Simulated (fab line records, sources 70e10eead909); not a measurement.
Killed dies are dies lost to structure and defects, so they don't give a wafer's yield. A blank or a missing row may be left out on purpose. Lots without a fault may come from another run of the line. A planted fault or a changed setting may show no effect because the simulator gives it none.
A struck lot beside a sound one | flow nand_harc | 15 steps out of a route of 1159
Sound: wafers L541.4, L541.5, L541.6. Struck: wafer L555.4. (L555.1, L555.2 of the same lot were not struck and are left out.) The cause comes at the end.
At each step with rows: each side's tool, then ch and its chambers, then its first start. Under that, the readings that differ: sound wafers | struck wafers | difference of the means | sigmas: that difference in standard deviations of wafers without a fault.
alike: readings whose means differ by less than 2 such deviations, and words and numbers that are the same on both sides. not compared: withheld readings, readings that some wafer has no value for, bounds like >300 that may hide the same value, and numbers for which the record gives no deviation and whose values overlap.
The two part at a step that has a row with sigmas, a row that says differs or no value, or rows on one side only. Numbers that don't overlap but have no deviation are shown without sigmas and don't part them. A reading that every wafer of one side lacks parts them only if that side has two wafers or more.

first, 7 steps without rows for these wafers: NHARC_A_CHANNEL_HOLE_D1_COAT_37 (time 65 s); NHARC_A_CHANNEL_HOLE_D1_COAT_04 (resist thk 90 nm); NHARC_A_CHANNEL_HOLE_D1_SOFTBAKE_05 (time 55 s); NHARC_A_CHANNEL_HOLE_D1_EBR_06; NHARC_A_CHANNEL_HOLE_D1_EXPOSE_07 (exposes mask HOLE D1, target cd 100 nm); NHARC_A_CHANNEL_HOLE_D1_PEB_08 (peb time 65 s); NHARC_A_CHANNEL_HOLE_D1_DEVELOP_09 (develop time 35 s).
NHARC_A_CHANNEL_HOLE_D1_CD_MEAS_10: target cd 100 nm.
  sound on cd_sem-03 ch 0, day 8 17:19; struck on cd_sem-03 ch 0, day 11 11:37
  alike: cd_nm
NHARC_A_CHANNEL_HOLE_D1_OVL_MEAS_11:
  sound on overlay-02, day 8 17:24; struck on overlay-01, day 11 11:42
  alike: overlay_x_nm, overlay_y_nm
NHARC_A_CHANNEL_HOLE_D1_INSPECT_12:
  sound on defect_inspect-02, day 8 17:26; struck on defect_inspect-01, day 11 11:44
  reading          | sound | struck | difference | sigmas
  raw_defect_count | 4 8 5 | 13     | +7         | +2
NHARC_A_CHANNEL_HOLE_D1_DESCUM_15: chemistry O2, time 3 s.
  sound on rie_diel-09 ch 0,1,3, day 8 17:31; struck on rie_diel-09 ch 3, day 11 11:48
  alike: drypump_motor_current_A, o2_flow_sccm, oes_product_au, rf_vpp_V, showerhead_plenum_p_Torr, throttle_valve_pct
  not compared: rf_hours_counter_h
NHARC_A_CHANNEL_HOLE_D1_ETCH_38: etches the open film in CF4, target depth 39 nm, time 65 s.
  sound on rie_diel-09 ch 0,2,3, day 8 17:35; struck on rie_diel-09 ch 0, day 11 11:53
  alike: drypump_motor_current_A, oes_product_au, rf_vpp_V, run_length_s, showerhead_plenum_p_Torr, throttle_valve_pct
  not compared: rf_hours_counter_h
NHARC_A_CHANNEL_HOLE_D1_ETCH_39: etches the open film in N2/H2, target depth 260 nm, time 325 s.
  sound on rie_diel-09 ch 0,1, day 8 17:40; struck on rie_diel-09 ch 0, day 11 12:00
  reading          | sound             | struck | difference | sigmas
  run_length_s (s) | 346.0 346.2 346.0 | 272.2  | -73.9      | -99 or more
  alike: drypump_motor_current_A, oes_product_au, rf_vpp_V, showerhead_plenum_p_Torr, throttle_valve_pct
  not compared: rf_hours_counter_h
NHARC_A_CHANNEL_HOLE_D1_ETCH_34: etches the open film in CF4/CHF3, target depth 154 nm, time 77 s.
  sound on rie_diel-09 ch 0,1,3; struck on rie_diel-09 ch 1
  alike: chf3_flow_sccm, drypump_motor_current_A, oes_product_au, rf_vpp_V, run_length_s, showerhead_plenum_p_Torr, throttle_valve_pct
  not compared: rf_hours_counter_h
-- the record jumps here: 12 days lie between the struck wafers' starts before and after (it left off in module A_CHANNEL_HOLE_D1 and takes up again in module END, whose first step shown is number 1159 of the route) --
NHARC_END_SORT_01:
  sound on prober-01 ch 0, day 19 13:42; struck on prober-01 ch 0, day 23 03:55
  reading | sound | struck                   | difference                   | sigmas
  hold    | - - - | await_dispo/1.9h/release | no value on the sound wafers |
  alike: killed_at_array, killed_at_other, killed_at_periphery, killed_dies, killed_open, killed_short

WHERE THEY PART
First at NHARC_A_CHANNEL_HOLE_D1_INSPECT_12; last, within this record, at NHARC_END_SORT_01.

WHY: what the simulator had put in
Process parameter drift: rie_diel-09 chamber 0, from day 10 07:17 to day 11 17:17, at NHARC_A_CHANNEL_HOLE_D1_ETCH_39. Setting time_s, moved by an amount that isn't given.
